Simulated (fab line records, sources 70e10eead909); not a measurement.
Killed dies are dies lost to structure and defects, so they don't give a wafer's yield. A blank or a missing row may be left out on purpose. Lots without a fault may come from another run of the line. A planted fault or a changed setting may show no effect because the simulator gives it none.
Which tool did it? | flow nand_harc | 13 lots, 39 wafers sampled, at 5 steps of a route of 1302

WHAT THE GAUGES READ, wafer by wafer
NHARC_A_ONON_D1_INSPECT_32.
lot  | measured     | on                | raw_defect_count
L149 | day 8 04:58  | defect_inspect-01 | 79 85 83
L150 | day 8 11:17  | defect_inspect-01 | 43 90 49
L151 | day 9 02:03  | defect_inspect-01 | 114 159 90
L152 | day 9 19:43  | defect_inspect-02 | 56 91 121
L154 | day 10 09:39 | defect_inspect-01 | 32 33 32
L155 | day 10 19:03 | defect_inspect-02 | 86 58 74
L156 | day 11 05:21 | defect_inspect-02 | 55 59 60
L157 | day 11 20:42 | defect_inspect-01 | 58 67 38
L165 | day 15 10:01 | defect_inspect-01 | 55 60 39
L166 | day 15 10:02 | defect_inspect-02 | 64 72 75
L167 | day 16 02:50 | defect_inspect-02 | 56 108 85
L168 | day 16 02:52 | defect_inspect-01 | 65 152 100
L171 | day 17 18:47 | defect_inspect-01 | 44 64 73

NHARC_A_CHANNEL_HOLE_D1_CD_MEAS_30.
lot  | measured     | on        | cd_nm (nm)
L149 | day 8 14:26  | cd_sem-01 | 88.9 89.7 89.6
L150 | day 9 00:32  | cd_sem-02 | 91.6 90.5 90.2
L151 | day 9 17:41  | cd_sem-01 | 89.8 88.1 91.6
L152 | day 10 07:03 | cd_sem-02 | 90.8 88.5 88.9
L154 | day 11 03:59 | cd_sem-01 | 89.5 92.0 91.4
L155 | day 11 05:11 | cd_sem-02 | 88.9 88.6 87.9
L156 | day 11 19:25 | cd_sem-03 | 92.7 90.1 89.1
L157 | day 12 06:35 | cd_sem-03 | 89.8 89.8 92.3
L165 | day 15 20:22 | cd_sem-02 | 88.8 89.2 90.5
L166 | day 15 19:47 | cd_sem-01 | 89.6 89.6 90.0
L167 | day 16 14:06 | cd_sem-02 | 88.6 88.5 89.2
L168 | day 16 19:04 | cd_sem-02 | 88.8 91.2 89.8
L171 | day 18 08:41 | cd_sem-01 | 90.1 89.9 90.7

NHARC_END_SORT_01.
lot  | measured     | on        | killed_at_array | killed_at_other | killed_at_periphery | killed_dies | killed_open | killed_short
L156 | day 27 09:05 | prober-02 | 674 671 671     | 2 1 1           | 1 5 5               | 677 677 677 | 3 2 4       | 3 1 1
L157 | day 28 02:23 | prober-02 | 670 671 670     | 2 2 0           | 5 4 7               | 677 677 677 | 5 3 6       | 3 2 2

WHICH TOOL RAN EACH LOT (tool, then ch and the chambers of the sampled wafers, then the start)
lot  | NHARC_A_CHANNEL_HOLE_D1_ETCH_44    | NHARC_A_CHANNEL_FILL_D1_ALD_02
L149 | rie_diel-13 ch 0,1,3, day 8 13:38  | ald_hk-02 ch 1,2,3, day 8 14:58
L150 | rie_diel-13 ch 1,2,3, day 8 23:44  | ald_hk-02 ch 0,2,3, day 9 00:55
L151 | rie_diel-13 ch 0,1,2, day 9 16:53  | ald_hk-04 ch 1,2, day 9 18:04
L152 | rie_diel-13 ch 0,1,2, day 10 06:16 | ald_hk-04 ch 0,1, day 10 07:31
L154 | rie_diel-13 ch 0,1,3, day 11 03:11 | ald_hk-03 ch 0,3, day 11 04:21
L155 | rie_diel-03 ch 0,3, day 11 04:22   | ald_hk-04 ch 1,2,3, day 11 05:47
L156 | rie_diel-13 ch 0,1, day 11 18:37   | -
L157 | rie_diel-13 ch 1,2,3, day 12 05:43 | -
L165 | rie_diel-03 ch 0,2,3, day 15 19:34 | ald_hk-03 ch 2,3, day 15 20:45
L166 | rie_diel-13 ch 1,2, day 15 18:59   | ald_hk-03 ch 0,3, day 15 20:10
L167 | rie_diel-13 ch 0,3, day 16 13:18   | ald_hk-03 ch 1,3, day 16 14:47
L168 | rie_diel-13 ch 1,2,3, day 16 18:16 | ald_hk-03 ch 0,1,2, day 16 19:28
L171 | rie_diel-13 ch 0,3, day 18 07:53   | ald_hk-04 ch 0,1, day 18 10:28
- NHARC_A_CHANNEL_HOLE_D1_ETCH_44: etches the open film in CF4/O2, target depth 140 nm, overetch 14 nm, time 77 s.
- NHARC_A_CHANNEL_FILL_D1_ALD_02: deposits SiO2, target thk 6 nm, pulse time 10 s, ald cycles 60.

WHAT THE TOOLS THEMSELVES READ (means of the sampled wafers that have a number; where no wafer has one, the mark that the record gives instead)
NHARC_A_CHANNEL_HOLE_D1_ETCH_44.
lot  | tool        | drypump_motor_current_A (A) | mfc_ar_sccm (sccm) | oes_product_au (a.u.) | rf_vpp_V (V) | run_length_s (s) | showerhead_plenum_p_Torr (Torr) | throttle_valve_pct (%)
L149 | rie_diel-13 | 5.4                         | 0.002              | 0.996                 | 197.6        | 98.1             | 1.33                            | 13.389
L150 | rie_diel-13 | 5.4                         | 0.002              | 0.998                 | 196.9        | 98.3             | 1.31                            | 13.393
L151 | rie_diel-13 | 5.3                         | 0.002              | 0.996                 | 197.2        | 97.9             | 1.33                            | 13.399
L152 | rie_diel-13 | 5.3                         | 0.002              | 0.995                 | 198.2        | 97.7             | 1.33                            | 13.395
L154 | rie_diel-13 | 5.4                         | 0.002              | 0.986                 | 197.6        | 98.1             | 1.33                            | 13.392
L155 | rie_diel-03 | 5.5                         | 0.002              | 1.024                 | 196.8        | 98.2             | 1.26                            | 13.396
L156 | rie_diel-13 | 5.3                         | 0.002              | 0.988                 | 197.8        | 86.8             | 1.35                            | 13.406
L157 | rie_diel-13 | 5.4                         | 0.002              | 0.995                 | 196.4        | 87.2             | 1.31                            | 13.404
L165 | rie_diel-03 | 5.3                         | 0.001              | 1.008                 | 197.7        | 98.5             | 1.35                            | 13.403
L166 | rie_diel-13 | 5.3                         | 0.002              | 0.998                 | 197.1        | 98.0             | 1.31                            | 13.401
L167 | rie_diel-13 | 5.7                         | 0.000              | 1.001                 | 197.2        | 98.2             | 1.31                            | 13.409
L168 | rie_diel-13 | 5.4                         | 0.002              | 0.996                 | 197.4        | 98.1             | 1.30                            | 13.402
L171 | rie_diel-13 | 5.8                         | 0.000              | 0.995                 | 197.1        | 98.7             | 1.28                            | 13.393

NHARC_A_CHANNEL_FILL_D1_ALD_02.
lot  | tool      | heater_power_w (W) | precursor_pulse_height_rel
L149 | ald_hk-02 | 437                | 0.981
L150 | ald_hk-02 | 443                | 0.994
L151 | ald_hk-04 | 497                | 0.997
L152 | ald_hk-04 | 528                | 0.994
L154 | ald_hk-03 | 512                | 1.005
L155 | ald_hk-04 | 479                | 1.000
L165 | ald_hk-03 | 424                | 0.989
L166 | ald_hk-03 | 499                | 1.013
L167 | ald_hk-03 | 421                | 1.000
L168 | ald_hk-03 | 439                | 1.012
L171 | ald_hk-04 | 504                | 1.002

THE ANSWER, worked out from the rows above alone
Rule: what is usual is taken from the lots themselves. Put in order of their means at a reading, lots are off if they are a third of the lots or fewer, leave a main group of 4 or more, and stand apart from it by a gap of 3 or more times the standard deviation of the main group's means; of several such gaps the widest counts. A main group whose means are all the same, to the digits that the tables above print for the reading, isn't used. A lot without any number at a reading at which 4 lots or more have one is off too. The other lots that the step has rows for count as sound. The gauges are gone through in route order, then the tools' own readings, and for those a lot's mean is taken as printed above. The first step at which some lot is off is used, and at that step the reading that is off furthest; a lot without a number counts as furthest.
Off: L156, L157, at NHARC_A_CHANNEL_HOLE_D1_ETCH_44 (run_length_s). The main group: mean 98.2 s, standard deviation 0.26.
A tool fits if, at that step or a process step before it, it ran every lot that is off, and no sound lot after the first of them. None of those tried fits.

WHAT THE SIMULATOR HAD PUT IN
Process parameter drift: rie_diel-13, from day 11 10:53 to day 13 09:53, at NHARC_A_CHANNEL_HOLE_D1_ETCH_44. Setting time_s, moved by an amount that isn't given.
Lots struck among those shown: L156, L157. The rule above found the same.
